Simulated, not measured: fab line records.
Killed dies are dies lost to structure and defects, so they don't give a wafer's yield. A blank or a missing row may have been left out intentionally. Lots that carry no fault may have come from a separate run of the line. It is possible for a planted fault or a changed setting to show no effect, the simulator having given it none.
fab line records	flow n5Finfet
record: lots: 24	wafers: 72	lastDay: 19
route steps=1938 shown BEOL_M5@1162 BEOL_M6@1210
lots untouched by any fault: they come from a run of this same line in which no faults occurred
startH: the number of hours between the record's first day and the start of the first shown wafer of the lot	waitH: how many hours have passed since the lot's step before this one	" unchanged from the row above	L1.1+2: one row covering several wafers at once	- no value present, or no start provided	* or withheld: withheld	< > ~ a bound
route shown NAME@n: names a module that has steps shown in the file, with the first one's number in the route	usual: the fault-free wafers' mean and standard deviation	same: alike in all rows	chamber/n: place in a boat	sites: the reading at each site	_std_site: the standard deviation of these	_edge_site: outer sites' mean less inner sites'	radiusMm: how far each site lies from the wafer's centre	mask NAME#n: copy n	behind: the most recent tool/chamber to have shaped the wafer	hold: the reason the lot was held/the length of the hold in hours/how it ended	device: names the non-switching transistor (n, p or np)	end of line: the same wafers' tests at the end of the route	step lacking rows: just its recipe	killed: not the wafer's yield, but the dies lost to structure and defects at the first sort	map: dies across one wafer; x = killed, . = not, _ = none there
set.NAME: setting as actually run; set.NAME@STEP: the setting as run at that earlier step	model.NAME: the simulator's own value behind a step, which no gauge read
the route's steps for a sample of lots (tables are steps, rows are wafers)
services: the hour from which a tool's chamber was out of use, counted from the record's first day as startH (under 0 if before that day), plus the number of hours and why
== steps ==
step: N5_BEOL_M5_STRIP_91
recipe: chemistry: N2/H2	timeS: 10	powerW: 450	tempC: 40	pressureMtorr: 20	rfFrequencyHz: 6e+07	biasPowerW: 7	n2FlowSccm: 200	h2FlowSccm: 200
usual: drypumpMotorCurrentA: 5.8/0.55	h2FlowSccm: 200.0/0.59	oesProductAu: 0.76/0.072	rfVppV: 59.2/0.84	showerheadPlenumPTorr: 2.54/0.076	throttleValvePct: 23.8/0.38
lot.wafer	tool	chamber	startH	waitH	drypumpMotorCurrentA	h2FlowSccm	oesProductAu	rfHoursCounterH	rfVppV	showerheadPlenumPTorr	throttleValvePct
L074.3	rieDiel-04	3	-	-	5.9	200.1	0.74	176	58.8	2.53	23.8
L074.5	"	3	"	"	6.0	200.2	0.74	-	59.3	2.53	23.8
L074.6	"	1	"	"	6.1	199.6	0.78	-	58.6	2.46	24.5
L075.2	rieDiel-04	3	-	-	5.9	201.0	0.74	178	59.4	2.53	23.8
L075.3	"	1	"	"	6.0	199.4	0.78	128	58.8	2.46	24.5
L075.5	"	3	"	"	6.0	200.7	0.73	-	58.4	2.53	23.8
L076.1	rieDiel-01	0	-	-	6.1	200.4	0.94	7	58.2	2.50	23.0
L076.2	"	1	"	"	6.2	200.6	0.70	198	58.9	2.43	24.1
L076.6	"	1	"	"	6.3	199.5	0.70	-	59.0	2.43	24.1
L077.1	rieDiel-01	2	-	-	5.7	199.9	0.75	175	60.3	2.63	23.8
L077.2	"	3	"	"	6.2	199.3	0.74	179	61.1	2.65	23.7
L077.6	"	0	"	"	6.1	199.5	0.94	-	59.0	2.50	23.0
L078.1	rieDiel-03	2	-	-	4.7	200.4	0.76	159	59.3	2.64	23.9
L078.3	"	1	"	"	6.1	200.7	0.72	206	59.6	2.63	23.7
L078.4	"	3	"	"	6.4	201.1	0.84	75	58.7	2.46	23.5
L080.3	rieDiel-01	0	-	-	6.2	200.2	0.91	18	60.0	2.50	23.0
L080.5	"	1	"	"	6.2	199.4	0.71	-	58.9	2.43	24.1
L080.6	"	2	"	"	5.7	200.3	0.75	-	59.9	2.63	23.8
L079.1	rieDiel-03	0	-	-	5.0	199.1	0.72	173	59.5	2.55	24.2
L079.3	"	1	"	"	6.1	200.0	0.72	213	59.3	2.62	23.7
L079.6	"	0	"	"	5.0	199.9	0.71	-	59.5	2.55	24.2
L081.1	rieDiel-03	0	-	-	5.0	199.9	0.71	174	60.2	2.55	24.2
L081.2	"	3	"	"	6.4	199.1	0.82	82	58.4	2.46	23.5
L081.5	"	1	"	"	6.1	199.7	0.71	-	59.3	2.62	23.7
L082.1	rieDiel-04	1	-	-	6.1	200.6	0.77	140	58.5	2.45	24.5
L082.2	"	2	"	"	5.2	200.4	0.92	16	60.2	2.50	23.6
L082.6	"	1	"	"	6.2	200.6	0.77	-	57.5	2.45	24.5
L083.1	rieDiel-04	1	-	-	6.1	200.5	0.77	141	57.8	2.45	24.5
L083.2	"	3	"	"	5.9	198.9	0.73	191	58.7	2.53	23.9
L083.3	"	2	"	"	5.2	199.6	0.92	17	58.6	2.50	23.6
L084.1	rieDiel-01	1	-	-	6.2	200.8	0.70	212	58.9	2.43	24.1
L084.5	"	2	"	"	5.7	199.8	0.73	-	59.4	2.63	23.8
L084.6	"	3	"	"	6.2	199.1	0.73	-	58.6	2.64	23.7
L087.2	rieDiel-03	2	-	-	4.7	199.9	0.74	174	60.3	2.63	23.9
L087.5	"	2	"	"	4.7	199.1	0.74	-	59.7	2.63	23.9
L087.6	"	1	"	"	6.1	200.2	0.71	-	59.6	2.62	23.7
L085.1	rieDiel-01	0	-	-	6.2	200.0	0.88	29	58.8	2.49	23.0
L085.3	"	3	"	"	6.2	200.2	0.73	199	59.3	2.64	23.7
L085.6	"	1	"	"	6.2	200.2	0.69	-	57.4	2.42	24.1
L086.1	rieDiel-01	3	-	-	6.2	200.3	0.72	201	58.6	2.64	23.7
L086.3	"	2	"	"	5.7	200.6	0.72	198	59.0	2.62	23.8
L086.5	"	3	"	"	6.2	200.3	0.72	-	58.8	2.64	23.7
L089.1	rieDiel-03	2	-	-	4.7	199.7	0.73	179	59.9	2.63	23.9
L089.3	"	1	"	"	6.1	199.7	0.70	227	59.0	2.62	23.8
L089.6	"	0	"	"	5.0	200.2	0.70	-	59.2	2.54	24.2
L088.3	rieDiel-04	0	-	-	5.9	200.4	0.67	246	58.0	2.61	23.5
L088.5	"	0	"	"	5.9	200.5	0.69	-	59.5	2.61	23.5
L088.6	"	1	"	"	6.1	200.2	0.75	-	58.7	2.45	24.5
L091.1	rieDiel-03	0	-	-	5.0	201.3	0.70	190	59.9	2.54	24.2
L091.4	"	0	"	"	5.0	201.4	0.70	-	58.0	2.54	24.2
L091.6	"	3	"	"	6.4	199.8	0.81	-	57.3	2.45	23.5
L092.2	rieDiel-04	1	-	-	6.1	199.6	0.76	156	59.4	2.45	24.5
L092.3	"	0	"	"	5.9	200.7	0.68	248	58.8	2.61	23.5
L092.6	"	0	"	"	5.9	200.8	0.67	-	58.9	2.61	23.5
L090.1	rieDiel-03	1	-	-	6.1	198.8	0.70	229	59.0	2.62	23.7
L090.3	"	0	"	"	5.0	199.7	0.70	196	60.1	2.54	24.2
L090.5	"	2	"	"	4.7	200.3	0.73	-	59.9	2.63	24.0
L093.1	rieDiel-03	2	-	-	4.7	199.4	0.73	192	59.3	2.62	24.0
L093.3	"	1	"	"	6.1	200.0	0.70	233	58.5	2.62	23.7
L093.5	"	0	"	"	5.0	199.7	0.69	-	60.1	2.54	24.2
L095.1	rieDiel-03	3	-	-	6.4	200.2	0.80	108	58.7	2.45	23.5
L095.4	"	2	"	"	4.7	199.4	0.73	192	60.3	2.62	24.0
L095.6	"	0	"	"	5.0	201.0	0.70	-	57.7	2.54	24.2
L094.1	rieDiel-04	3	-	-	6.0	198.5	0.71	217	59.3	2.52	23.9
L094.2	"	1	"	"	6.1	200.5	0.75	168	58.3	2.44	24.5
L094.5	"	1	"	"	6.1	200.7	0.74	-	58.8	2.44	24.5
L096.1	rieDiel-03	0	-	-	5.0	199.1	0.69	205	58.7	2.53	24.2
L096.3	"	1	"	"	6.1	200.1	0.70	242	60.1	2.61	23.8
L096.4	"	3	"	"	6.4	199.1	0.79	118	59.0	2.44	23.5
L097.1	rieDiel-04	1	-	-	6.1	199.8	0.73	175	60.2	2.44	24.5
L097.3	"	2	"	"	5.2	199.2	0.85	51	59.1	2.49	23.7
L097.6	"	3	"	"	5.9	200.1	0.70	-	58.6	2.51	23.9
step: N5_BEOL_M5_ANNEAL_49
recipe: tempC: 400	timeS: 1800	ambient: vacuum
usual: heaterPowerW: 862/110
lot.wafer	tool	chamber	startH	waitH	heaterPowerW
L074.3	pvdSputter-01	-	207.80	0.0	782
L074.5	"	-	"	"	959
L074.6	"	-	"	"	928
L075.2	pvdSputter-02	-	211.78	0.0	725
L075.3	"	-	"	"	867
L075.5	"	-	"	"	1060
L076.1	pvdSputter-01	-	214.02	0.0	974
L076.2	"	-	"	"	800
L076.6	"	-	"	"	815
L077.1	pvdSputter-02	-	222.46	0.0	1012
L077.2	"	-	"	"	720
L077.6	"	-	"	"	744
L078.1	pvdSputter-02	-	227.34	0.0	708
L078.3	"	-	"	"	854
L078.4	"	-	"	"	1008
L080.3	pvdSputter-01	-	245.43	0.0	792
L080.5	"	-	"	"	970
L080.6	"	-	"	"	925
L079.1	pvdSputter-02	-	247.85	0.0	849
L079.3	"	-	"	"	744
L079.6	"	-	"	"	836
L081.1	pvdSputter-03	-	248.86	0.0	824
L081.2	"	-	"	"	770
L081.5	"	-	"	"	892
L082.1	pvdSputter-02	-	253.22	0.0	727
L082.2	"	-	"	"	1061
L082.6	"	-	"	"	860
L083.1	pvdSputter-01	-	256.07	0.0	906
L083.2	"	-	"	"	962
L083.3	"	-	"	"	804
L084.1	pvdSputter-02	-	259.89	0.0	1034
L084.5	"	-	"	"	730
L084.6	"	-	"	"	1028
L087.2	pvdSputter-03	-	272.72	0.0	831
L087.5	"	-	"	"	821
L087.6	"	-	"	"	772
L085.1	pvdSputter-02	-	283.36	0.0	844
L085.3	"	-	"	"	1043
L085.6	"	-	"	"	820
L086.1	pvdSputter-01	-	288.00	0.0	906
L086.3	"	-	"	"	935
L086.5	"	-	"	"	796
L089.1	pvdSputter-01	-	292.91	0.0	907
L089.3	"	-	"	"	962
L089.6	"	-	"	"	912
L088.3	pvdSputter-02	-	293.82	0.0	1029
L088.5	"	-	"	"	724
L088.6	"	-	"	"	1042
L091.1	pvdSputter-02	-	298.99	0.0	844
L091.4	"	-	"	"	1052
L091.6	"	-	"	"	1033
L092.2	pvdSputter-01	-	301.23	0.0	988
L092.3	"	-	"	"	814
L092.6	"	-	"	"	895
L090.1	pvdSputter-02	-	312.56	0.0	726
L090.3	"	-	"	"	861
L090.5	"	-	"	"	724
L093.1	pvdSputter-02	-	325.88	0.0	1041
L093.3	"	-	"	"	740
L093.5	"	-	"	"	1038
L095.1	pvdSputter-03	-	326.04	0.0	819
L095.4	"	-	"	"	809
L095.6	"	-	"	"	760
L094.1	pvdSputter-01	-	334.96	0.0	992
L094.2	"	-	"	"	910
L094.5	"	-	"	"	984
L096.1	pvdSputter-03	-	351.53	0.0	833
L096.3	"	-	"	"	748
L096.4	"	-	"	"	780
L097.1	pvdSputter-01	-	353.95	0.0	916
L097.3	"	-	"	"	905
L097.6	"	-	"	"	793
step: N5_BEOL_M5_SPUTTER_81
recipe: material: Cu	targetThkA: 150	tempC: -20	chamberPressurePa: 0.07	powerW: withheld	timeS: 27.62
usual: throttleValvePct: 30.1/0.94
lot.wafer	tool	chamber	startH	waitH	throttleValvePct
L074.3	pvdSputter-01	-	208.89	0.5	32.2
L074.5	"	-	"	"	28.7
L074.6	"	-	"	"	29.3
L075.2	pvdSputter-02	-	212.78	0.5	29.7
L075.3	"	-	"	"	30.7
L075.5	"	-	"	"	29.6
L076.1	pvdSputter-01	-	215.03	0.5	28.8
L076.2	"	-	"	"	32.0
L076.6	"	-	"	"	31.6
L077.1	pvdSputter-02	-	223.46	0.5	29.8
L077.2	"	-	"	"	31.3
L077.6	"	-	"	"	29.9
L078.1	pvdSputter-02	-	228.35	0.5	31.2
L078.3	"	-	"	"	30.7
L078.4	"	-	"	"	29.7
L080.3	pvdSputter-01	-	246.43	0.5	32.0
L080.5	"	-	"	"	28.7
L080.6	"	-	"	"	29.6
L079.1	pvdSputter-02	-	248.86	0.5	30.6
L079.3	"	-	"	"	31.2
L079.6	"	-	"	"	30.4
L081.1	pvdSputter-03	-	249.86	0.5	30.0
L081.2	"	-	"	"	30.3
L081.5	"	-	"	"	28.5
L082.1	pvdSputter-02	-	254.23	0.5	31.3
L082.2	"	-	"	"	29.7
L082.6	"	-	"	"	30.4
L083.1	pvdSputter-01	-	257.08	0.5	30.1
L083.2	"	-	"	"	28.7
L083.3	"	-	"	"	31.8
L084.1	pvdSputter-02	-	260.89	0.5	29.6
L084.5	"	-	"	"	29.7
L084.6	"	-	"	"	29.6
L087.2	pvdSputter-03	-	273.73	0.5	30.0
L087.5	"	-	"	"	29.7
L087.6	"	-	"	"	30.0
L085.1	pvdSputter-02	-	284.36	0.5	30.6
L085.3	"	-	"	"	29.5
L085.6	"	-	"	"	30.6
L086.1	pvdSputter-01	-	289.01	0.5	30.0
L086.3	"	-	"	"	29.3
L086.5	"	-	"	"	32.1
L089.1	pvdSputter-01	-	293.91	0.5	30.1
L089.3	"	-	"	"	28.8
L089.6	"	-	"	"	30.0
L088.3	pvdSputter-02	-	294.83	0.5	30.0
L088.5	"	-	"	"	29.4
L088.6	"	-	"	"	29.7
L091.1	pvdSputter-02	-	300.00	0.5	30.6
L091.4	"	-	"	"	29.9
L091.6	"	-	"	"	29.6
L092.2	pvdSputter-01	-	302.24	0.5	28.6
L092.3	"	-	"	"	31.8
L092.6	"	-	"	"	30.1
L090.1	pvdSputter-02	-	313.57	0.5	31.0
L090.3	"	-	"	"	30.7
L090.5	"	-	"	"	31.3
L093.1	pvdSputter-02	-	326.89	0.5	29.7
L093.3	"	-	"	"	29.5
L093.5	"	-	"	"	29.6
L095.1	pvdSputter-03	-	327.04	0.5	29.9
L095.4	"	-	"	"	30.2
L095.6	"	-	"	"	30.7
L094.1	pvdSputter-01	-	335.97	0.5	28.9
L094.2	"	-	"	"	29.4
L094.5	"	-	"	"	28.7
L096.1	pvdSputter-03	-	352.53	0.5	29.8
L096.3	"	-	"	"	30.7
L096.4	"	-	"	"	30.3
L097.1	pvdSputter-01	-	354.95	0.5	29.3
L097.3	"	-	"	"	29.9
L097.6	"	-	"	"	31.8
step: N5_BEOL_M5_SPUTTER_88
recipe: material: Cu	targetThkA: 150	tempC: -20	chamberPressurePa: 0.07	powerW: withheld	timeS: 27.62
usual: throttleValvePct: 30.1/0.97
lot.wafer	tool	chamber	startH	waitH	throttleValvePct
L074.3	pvdSputter-01	-	211.24	0.5	32.1
L074.5	"	-	"	"	29.2
L074.6	"	-	"	"	29.3
L075.2	pvdSputter-02	-	214.96	0.5	29.9
L075.3	"	-	"	"	30.6
L075.5	"	-	"	"	29.7
L076.1	pvdSputter-01	-	217.20	0.5	28.8
L076.2	"	-	"	"	32.1
L076.6	"	-	"	"	31.9
L077.1	pvdSputter-02	-	225.64	0.5	29.7
L077.2	"	-	"	"	31.0
L077.6	"	-	"	"	29.8
L078.1	pvdSputter-02	-	230.52	0.5	31.2
L078.3	"	-	"	"	30.5
L078.4	"	-	"	"	29.7
L080.3	pvdSputter-01	-	248.61	0.5	32.0
L080.5	"	-	"	"	28.6
L080.6	"	-	"	"	29.5
L079.1	pvdSputter-02	-	251.03	0.5	30.3
L079.3	"	-	"	"	31.2
L079.6	"	-	"	"	30.5
L081.1	pvdSputter-03	-	252.04	0.5	29.7
L081.2	"	-	"	"	30.4
L081.5	"	-	"	"	28.5
L082.1	pvdSputter-02	-	256.40	0.5	31.3
L082.2	"	-	"	"	29.3
L082.6	"	-	"	"	30.5
L083.1	pvdSputter-01	-	259.25	0.5	30.2
L083.2	"	-	"	"	29.1
L083.3	"	-	"	"	32.0
L084.1	pvdSputter-02	-	263.07	0.5	30.0
L084.5	"	-	"	"	29.9
L084.6	"	-	"	"	29.8
L087.2	pvdSputter-03	-	275.90	0.5	30.0
L087.5	"	-	"	"	29.6
L087.6	"	-	"	"	30.2
L085.1	pvdSputter-02	-	286.54	0.5	30.4
L085.3	"	-	"	"	30.0
L085.6	"	-	"	"	30.5
L086.1	pvdSputter-01	-	291.18	0.5	30.0
L086.3	"	-	"	"	29.3
L086.5	"	-	"	"	31.9
L089.1	pvdSputter-01	-	296.09	0.5	30.2
L089.3	"	-	"	"	28.5
L089.6	"	-	"	"	30.1
L088.3	pvdSputter-02	-	297.00	0.5	29.8
L088.5	"	-	"	"	29.8
L088.6	"	-	"	"	29.8
L091.1	pvdSputter-02	-	302.17	0.5	30.8
L091.4	"	-	"	"	29.8
L091.6	"	-	"	"	29.7
L092.2	pvdSputter-01	-	304.41	0.5	28.7
L092.3	"	-	"	"	31.9
L092.6	"	-	"	"	30.2
L090.1	pvdSputter-02	-	315.74	0.5	31.4
L090.3	"	-	"	"	30.7
L090.5	"	-	"	"	31.3
L093.1	pvdSputter-02	-	329.06	0.5	29.8
L093.3	"	-	"	"	29.7
L093.5	"	-	"	"	29.8
L095.1	pvdSputter-03	-	329.22	0.5	30.2
L095.4	"	-	"	"	29.9
L095.6	"	-	"	"	30.6
L094.1	pvdSputter-01	-	338.14	0.5	28.8
L094.2	"	-	"	"	29.8
L094.5	"	-	"	"	29.1
L096.1	pvdSputter-03	-	354.71	0.5	29.7
L096.3	"	-	"	"	30.8
L096.4	"	-	"	"	30.2
L097.1	pvdSputter-01	-	357.13	0.5	29.5
L097.3	"	-	"	"	30.0
L097.6	"	-	"	"	32.1
step: N5_BEOL_M5_THK_MEAS_53
recipe: thkMeasGauge: xrf	reads: Cu_of_BEOL_M5_ECD_50
usual: M5_THK: 61.0/1.8
lot.wafer	tool	chamber	startH	waitH	M5_THK[nm]
L074.3	filmMetro-02	-	213.22	-	59.4
L074.5	"	-	"	"	60.3
L074.6	"	-	"	"	60.3
L075.2	filmMetro-01	-	216.84	-	61.6
L075.3	"	-	"	"	59.2
L075.5	"	-	"	"	62.1
L076.1	filmMetro-02	-	219.55	-	62.7
L076.2	"	-	"	"	60.1
L076.6	"	-	"	"	60.3
L077.1	filmMetro-01	-	227.52	-	60.0
L077.2	"	-	"	"	64.1
L077.6	"	-	"	"	61.5
L078.1	filmMetro-02	-	232.94	-	59.5
L078.3	"	-	"	"	58.6
L078.4	"	-	"	"	63.0
L080.3	filmMetro-02	-	250.49	-	62.4
L080.5	"	-	"	"	60.1
L080.6	"	-	"	"	59.7
L079.1	filmMetro-02	-	252.91	-	60.1
L079.3	"	-	"	"	55.7
L079.6	"	-	"	"	56.7
L081.1	filmMetro-01	-	253.92	-	58.8
L081.2	"	-	"	"	61.3
L081.5	"	-	"	"	58.0
L082.1	filmMetro-02	-	258.28	-	59.0
L082.2	"	-	"	"	62.7
L082.6	"	-	"	"	60.0
L083.1	filmMetro-01	-	261.13	-	60.3
L083.2	"	-	"	"	60.7
L083.3	"	-	"	"	63.3
L084.1	filmMetro-01	-	265.47	-	58.7
L084.5	"	-	"	"	58.4
L084.6	"	-	"	"	63.2
L087.2	filmMetro-02	-	277.78	-	62.0
L087.5	"	-	"	"	61.6
L087.6	"	-	"	"	61.8
L085.1	filmMetro-02	-	288.42	-	61.3
L085.3	"	-	"	"	62.4
L085.6	"	-	"	"	59.3
L086.1	filmMetro-02	-	293.06	-	64.9
L086.3	"	-	"	"	59.9
L086.5	"	-	"	"	64.1
L089.1	filmMetro-01	-	297.98	-	60.1
L089.3	"	-	"	"	60.6
L089.6	"	-	"	"	61.4
L088.3	filmMetro-01	-	300.49	-	60.7
L088.5	"	-	"	"	60.6
L088.6	"	-	"	"	60.0
L091.1	filmMetro-02	-	304.17	-	61.2
L091.4	"	-	"	"	61.6
L091.6	"	-	"	"	65.1
L092.2	filmMetro-02	-	306.48	-	58.9
L092.3	"	-	"	"	60.3
L092.6	"	-	"	"	61.0
L090.1	filmMetro-02	-	317.91	-	60.5
L090.3	"	-	"	"	61.3
L090.5	"	-	"	"	60.0
L093.1	filmMetro-01	-	331.13	-	59.6
L093.3	"	-	"	"	58.6
L093.5	"	-	"	"	60.8
L095.1	filmMetro-01	-	331.40	-	61.9
L095.4	"	-	"	"	59.0
L095.6	"	-	"	"	61.4
L094.1	filmMetro-01	-	340.36	-	62.1
L094.2	"	-	"	"	61.5
L094.5	"	-	"	"	62.4
L096.1	filmMetro-01	-	356.66	-	62.0
L096.3	"	-	"	"	61.3
L096.4	"	-	"	"	63.5
L097.1	filmMetro-02	-	359.02	-	59.0
L097.3	"	-	"	"	60.4
L097.6	"	-	"	"	62.0
step: N5_BEOL_M6_DESCUM_16
recipe: chemistry: O2	timeS: 7.9	sourcePowerW: 50	biasPowerW: 20	pressureMtorr: 20	rfFrequencyHz: 2.712e+07	tempC: 40	resist: CAR-ArF	o2FlowSccm: 225
usual: drypumpMotorCurrentA: 5.7/0.41	o2FlowSccm: 225.1/0.67	oesProductAu: 0.78/0.086	rfVppV: 243.4/1.1	showerheadPlenumPTorr: 2.11/0.045	throttleValvePct: 20.45/0.22
lot.wafer	tool	chamber	startH	waitH	drypumpMotorCurrentA	o2FlowSccm	oesProductAu	rfHoursCounterH	rfVppV	showerheadPlenumPTorr	throttleValvePct
L074.3	rieDiel-02	3	217.56	0.3	6.4	224.8	0.92	27	245.6	2.22	20.27
L074.5	"	0	"	"	5.2	223.7	0.68	-	243.0	2.15	20.83
L074.6	"	3	"	"	6.4	224.7	0.91	-	244.7	2.22	20.29
L075.2	rieDiel-02	3	218.87	0.0	6.4	225.0	0.91	28	245.8	2.22	20.28
L075.3	"	0	"	"	5.2	224.7	0.69	239	245.8	2.15	20.86
L075.5	"	3	"	"	6.4	225.3	0.91	-	244.4	2.22	20.29
L076.1	rieDiel-05	0	221.85	0.0	6.3	224.1	0.71	183	242.7	2.10	20.81
L076.2	"	2	"	"	5.5	225.4	0.67	230	242.4	2.07	20.49
L076.6	"	2	"	"	5.5	225.2	0.67	-	242.5	2.07	20.50
L077.1	rieDiel-06	3	229.80	0.3	5.8	225.9	0.71	191	242.9	2.09	20.63
L077.2	"	1	"	"	5.7	225.8	0.83	54	242.9	2.10	20.00
L077.6	"	3	"	"	5.8	226.0	0.72	-	241.5	2.09	20.63
L078.1	rieDiel-02	2	235.22	0.0	5.8	225.9	0.84	62	245.3	2.12	20.41
L078.3	"	3	"	"	6.4	224.6	0.89	35	246.4	2.22	20.30
L078.4	"	2	"	"	5.8	224.9	0.84	-	244.2	2.12	20.41
L080.3	rieDiel-06	0	253.05	0.0	5.8	224.6	0.85	57	244.1	2.12	20.41
L080.5	"	0	"	"	5.8	224.8	0.86	-	243.3	2.12	20.42
L080.6	"	3	"	"	5.8	225.6	0.71	-	243.7	2.09	20.63
L079.1	rieDiel-02	1	255.89	0.0	5.0	226.3	0.68	252	242.5	2.06	20.58
L079.3	"	2	"	"	5.8	226.6	0.83	70	243.1	2.12	20.41
L079.6	"	3	"	"	6.4	226.3	0.88	-	245.5	2.21	20.30
L081.1	rieDiel-06	0	256.42	0.2	5.8	225.0	0.87	58	244.6	2.12	20.42
L081.2	"	3	"	"	5.8	225.6	0.71	200	242.5	2.09	20.63
L081.5	"	3	"	"	5.8	225.5	0.71	-	241.9	2.09	20.64
L082.1	rieDiel-06	3	261.24	0.0	5.8	223.6	0.70	202	242.2	2.09	20.63
L082.2	"	2	"	"	6.3	226.0	0.70	228	242.0	2.05	20.46
L082.6	"	1	"	"	5.7	225.5	0.82	-	243.8	2.10	20.02
L083.1	rieDiel-05	3	263.83	0.0	5.3	224.9	0.84	58	242.5	2.11	20.23
L083.2	"	1	"	"	5.4	224.9	0.71	200	243.4	2.07	20.66
L083.3	"	0	"	"	6.2	226.2	0.69	199	242.8	2.10	20.85
L084.1	rieDiel-02	3	268.34	0.0	6.4	225.3	0.87	50	244.4	2.21	20.29
L084.5	"	3	"	"	6.4	225.0	0.87	-	243.9	2.21	20.32
L084.6	"	1	"	"	4.9	224.5	0.67	-	243.9	2.06	20.57
L087.2	rieDiel-02	2	281.07	0.0	5.8	226.1	0.82	81	244.4	2.12	20.41
L087.5	"	2	"	"	5.8	225.6	0.81	-	244.2	2.12	20.42
L087.6	"	3	"	"	6.4	225.1	0.87	-	244.1	2.21	20.32
L085.1	rieDiel-06	2	291.86	0.5	6.3	224.7	0.69	239	242.9	2.05	20.48
L085.3	"	1	"	"	5.7	224.6	0.81	74	244.3	2.10	20.05
L085.6	"	3	"	"	5.8	225.0	0.69	-	242.1	2.08	20.67
L086.1	rieDiel-02	0	295.64	0.0	5.2	224.3	0.90	13	244.7	2.14	20.43
L086.3	"	2	"	"	5.8	225.8	0.80	88	243.2	2.12	20.44
L086.5	"	0	"	"	5.2	223.4	0.90	-	243.8	2.14	20.42
L089.1	rieDiel-05	0	300.80	0.1	6.2	225.8	0.68	213	242.1	2.09	20.86
L089.3	"	3	"	"	5.3	224.1	0.84	73	245.1	2.11	20.26
L089.6	"	1	"	"	5.4	225.7	0.71	-	243.3	2.06	20.69
L088.3	rieDiel-06	1	304.54	0.3	5.7	225.9	0.79	78	243.3	2.10	20.06
L088.5	"	0	"	"	5.8	224.7	0.84	-	244.7	2.11	20.44
L088.6	"	3	"	"	5.8	223.7	0.69	-	243.1	2.08	20.65
L091.1	rieDiel-02	1	306.09	0.1	5.0	224.8	0.98	1	242.1	2.06	20.16
L091.4	"	2	"	"	5.8	225.1	0.80	92	243.6	2.11	20.44
L091.6	"	3	"	"	6.4	223.8	0.86	-	245.5	2.21	20.34
L092.2	rieDiel-06	3	309.72	0.5	5.8	225.5	0.69	220	243.0	2.08	20.65
L092.3	"	2	"	"	6.3	224.8	0.68	246	243.7	2.05	20.50
L092.6	"	2	"	"	6.3	224.4	0.68	-	243.9	2.05	20.48
L090.1	rieDiel-05	0	320.28	0.1	6.2	224.6	0.69	222	242.3	2.09	20.89
L090.3	"	1	"	"	5.4	224.5	0.70	223	242.2	2.06	20.70
L090.5	"	2	"	"	5.5	225.9	0.94	-	242.0	2.06	20.12
L093.1	rieDiel-06	1	334.25	0.2	5.7	224.9	0.79	90	243.5	2.09	20.09
L093.3	"	0	"	"	5.8	225.5	0.82	87	243.6	2.11	20.45
L093.5	"	0	"	"	5.8	224.4	0.83	-	243.3	2.11	20.45
L095.1	rieDiel-06	1	334.51	0.3	5.7	225.3	0.78	90	243.3	2.09	20.07
L095.4	"	3	"	"	5.8	225.4	0.68	-	243.8	2.08	20.69
L095.6	"	1	"	"	5.7	224.9	0.79	-	243.2	2.09	20.08
L094.1	rieDiel-06	0	343.19	0.4	5.8	224.8	0.83	92	243.4	2.11	20.47
L094.2	"	3	"	"	5.8	224.6	0.68	234	243.4	2.08	20.69
L094.5	"	3	"	"	5.8	225.1	0.68	-	243.5	2.08	20.67
L096.1	rieDiel-05	1	360.00	0.0	5.4	224.7	0.69	237	242.3	2.05	20.71
L096.3	"	0	"	"	6.2	224.3	0.67	238	243.3	2.08	20.89
L096.4	"	3	"	"	5.3	223.6	0.79	96	244.0	2.10	20.29
L097.1	rieDiel-06	1	361.42	0.1	5.7	224.9	0.77	103	244.1	2.09	20.09
L097.3	"	3	"	"	5.8	225.3	0.68	243	242.3	2.07	20.70
L097.6	"	3	"	"	5.8	224.7	0.67	-	242.3	2.07	20.69
== services ==
tool	chamber	startH	hours	kind
rieDiel-02	0	190.66	4.0	repair
rieDiel-04	2	200.78	4.9	repair
rieDiel-04	0	210.17	13.3	repair
rieDiel-02	2	212.97	7.8	repair
rieDiel-02	0	233.99	1.9	repair
rieDiel-02	0	250.82	-	clean
rieDiel-02	0	250.82	-	consumableReplace:focusRing
rieDiel-02	0	250.82	18.0	scheduledDown
rieDiel-02	0	250.82	18.0	ventCycle
rieDiel-02	1	269.00	-	clean
rieDiel-02	1	269.00	-	consumableReplace:focusRing
rieDiel-02	2	274.60	2.7	repair
rieDiel-05	2	276.14	-	clean
rieDiel-05	2	276.14	-	consumableReplace:focusRing
rieDiel-05	2	276.14	16.3	scheduledDown
rieDiel-05	2	276.14	16.3	ventCycle
rieDiel-01	3	288.09	4.2	repair
rieDiel-04	0	309.05	-	clean
rieDiel-04	0	309.05	-	consumableReplace:focusRing
rieDiel-06	2	318.16	10.9	repair
rieDiel-02	0	359.18	8.3	repair
rieDiel-04	1	360.52	12.7	repair
== key ==
fault none
